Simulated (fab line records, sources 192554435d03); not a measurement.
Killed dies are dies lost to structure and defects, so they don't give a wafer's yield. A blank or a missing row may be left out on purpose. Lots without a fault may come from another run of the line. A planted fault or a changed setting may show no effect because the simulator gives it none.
Which tool did it? | flow n5_finfet | 12 lots, 36 wafers sampled, at 2 steps of a route of 1938

WHAT THE GAUGES READ, wafer by wafer
N5_BEOL_M15_THK_MEAS_50: measures by xrf.
lot  | measured     | on            | M15_THK (nm)
L075 | day 13 10:23 | film_metro-01 | 837 842 842
L076 | day 14 07:09 | film_metro-01 | 825 823 832
L079 | day 14 20:34 | film_metro-02 | 846 838 837
L081 | day 16 14:45 | film_metro-02 | 849 846 825
L084 | day 17 23:04 | film_metro-02 | 845 844 866
L086 | day 18 15:08 | film_metro-01 | 818 825 807
L087 | day 19 10:10 | film_metro-01 | 829 808 828
L095 | day 20 06:38 | film_metro-01 | 838 836 842
L091 | day 20 14:48 | film_metro-02 | 836 818 825
L089 | day 21 10:48 | film_metro-01 | 812 823 819
L096 | day 21 17:04 | film_metro-02 | 821 807 812
L093 | day 22 01:43 | film_metro-02 | 829 841 855

WHICH TOOL RAN EACH LOT (tool, then ch and the chambers of the sampled wafers, then the start)
lot  | N5_BEOL_M15_DESCUM_33
L075 | rie_diel-03 ch 0,2,3, day 13 07:49
L076 | rie_diel-03 ch 0,2,3, day 14 02:52
L079 | rie_diel-03 ch 1,2,3, day 14 15:25
L081 | rie_diel-06 ch 0,1,3, day 16 12:29
L084 | rie_diel-01 ch 2,3, day 17 19:00
L086 | rie_diel-06 ch 0,1,2, day 18 12:38
L087 | rie_diel-06 ch 0,2,3, day 19 05:28
L095 | rie_diel-01 ch 0,1, day 20 03:59
L091 | rie_diel-01 ch 0,2,3, day 20 11:56
L089 | rie_diel-03 ch 0,1,3, day 21 05:02
L096 | rie_diel-06 ch 0,2, day 21 13:58
L093 | rie_diel-01 ch 0,2,3, day 21 17:31
- N5_BEOL_M15_DESCUM_33: chemistry O2, time 7.9 s.

THE ANSWER, worked out from the rows above alone
Rule: what is usual is taken from the lots themselves. Put in order of their means at a reading, lots are off if they are a third of the lots or fewer, leave a main group of 4 or more, and stand apart from it by a gap of 3 or more times the standard deviation of the main group's means; of several such gaps the widest counts. A main group whose means are all the same, to the digits that the tables above print for the reading, isn't used. A lot without any number at a reading at which 4 lots or more have one is off too. The other lots that the step has rows for count as sound.
No lot is off at any reading shown: from this, nothing can be told.

WHAT THE SIMULATOR HAD PUT IN
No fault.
